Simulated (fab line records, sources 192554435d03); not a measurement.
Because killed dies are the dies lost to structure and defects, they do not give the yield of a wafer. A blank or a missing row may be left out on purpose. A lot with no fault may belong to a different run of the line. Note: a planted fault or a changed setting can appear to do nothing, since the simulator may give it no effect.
Chamber matching -- flow n5_finfet -- N5_BEOL_M2_CMP_52 on cmp-03 has 4 sister chambers
The step polishes, stops on SiOC, t overpolish 6.8 s, target thk 40 nm. 8 wafers are shown with their chamber, then 9 later ones without.

EACH WAFER AND ITS CHAMBER
wafer,chamber,motor_current_A (A),time_to_endpoint_s (s)
L077.6,0,6.0,67.4
L084.5,2,5.9,57.0
L084.6,1,6.6,61.1
L087.2,0,6.0,63.8
L087.6,3,5.1,64.0
L088.2,1,6.9,68.6
L088.3,3,5.0,64.9
L088.4,2,6.2,62.0

WAFERS WITH NO CHAMBER GIVEN
wafer,motor_current_A (A),time_to_endpoint_s (s)
L092.3,5.2,63.5
L092.5,6.5,57.8
L092.6,6.2,66.1
L093.2,4.8,66.1
L093.3,6.1,65.3
L093.4,6.1,61.3
L094.3,6.3,66.5
L094.5,4.9,63.3
L094.6,6.2,59.8

EACH ONE'S CHAMBER
wafer,from the rows above,in truth
L092.3,3,3
L092.5,can't be placed: 1 or 2 or 0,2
L092.6,can't be placed: 0 or 2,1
L093.2,3,3
L093.3,can't be placed: 0 or 2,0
L093.4,can't be placed: 2 or 0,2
L094.3,can't be placed: 0 or 2 or 1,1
L094.5,3,3
L094.6,can't be placed: 2 or 0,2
Placed correctly: 3 of 9. These rows do not allow placing 6 (true chamber among the candidates in 5). 0 placed wrongly.
How it was worked out, from the rows above alone: a wafer's distance from a chamber is the root of the sum, over the readings, of the square of ((its reading less the chamber's mean) divided by the reading's scatter). If the next closest chamber is less than 2 further off than the closest, the wafer can't be placed; otherwise it belongs to the closest. For every chamber, the mean is computed from those of its wafers that are shown. How the scatter is found: for the shown wafers, subtract from each reading the mean of its chamber, square and add these, divide the total by (wafers less chambers), then take the root.
